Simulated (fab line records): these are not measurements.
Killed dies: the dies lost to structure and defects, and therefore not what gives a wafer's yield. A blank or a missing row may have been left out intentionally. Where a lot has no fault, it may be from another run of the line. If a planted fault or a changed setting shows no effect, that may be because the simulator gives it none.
Matching of chambers | flow nandHarc | aldHk-04 running NHARC_A_CHANNEL_FILL_D1_ALD_25: 4 sister chambers
The step deposits SiOx, target thk 60 nm, pulse time 10 s, ald cycles 600. 8 wafers are shown with their chamber, then 11 later ones without.

WAFERS, EACH WITH ITS CHAMBER
wafer  | chamber | heaterPowerW (W) | precursorPulseHeightRel
L085.1 | 2       | 465              | 0.980
L085.6 | 1       | 534              | 0.986
L086.1 | 1       | 519              | 1.009
L086.2 | 2       | 458              | 1.052
L086.3 | 3       | 488              | 1.007
L086.5 | 3       | 475              | 0.962
L086.6 | 0       | 485              | 0.998
L090.3 | 0       | 486              | 1.010

WAFERS WHOSE CHAMBER IS MISSING
wafer  | heaterPowerW (W) | precursorPulseHeightRel
L090.4 | 481              | 0.992
L090.1 | 449              | 0.983
L093.2 | 455              | 1.029
L093.4 | 538              | 0.946
L093.5 | 492              | 1.012
L094.2 | 546              | 0.980
L094.1 | 454              | 0.996
L094.3 | 481              | 1.014
L096.3 | 480              | 0.963
L096.4 | 458              | 1.024
L096.6 | 489              | 0.995

WHICH CHAMBER EACH ONE RAN IN
wafer  | from the rows above          | in truth
L090.4 | can't be placed: 3 or 0      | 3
L090.1 | 2                            | 2
L093.2 | 2                            | 2
L093.4 | 1                            | 1
L093.5 | can't be placed: 0 or 3      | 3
L094.2 | 1                            | 1
L094.1 | 2                            | 2
L094.3 | can't be placed: 0 or 3 or 2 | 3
L096.3 | can't be placed: 3 or 0      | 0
L096.4 | 2                            | 2
L096.6 | can't be placed: 0 or 3      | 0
Placed correctly: 6 of 11. Can't be placed from these rows: 5 (the true chamber is among the candidates in 5). 0 placed wrongly.
How it was worked out, from the rows above alone: a wafer's distance from a chamber is the root of the sum, over the readings, of the square of ((its reading less the chamber's mean) divided by the reading's scatter). If the next closest chamber is less than 2 further off than the closest, the wafer can't be placed; otherwise it belongs to the closest. For every chamber, the mean is computed from those of its wafers that are shown. The scatter is the square root of a quotient: the sum, over the shown wafers, of each reading's squared deviation from its chamber's mean, divided by wafers minus chambers.
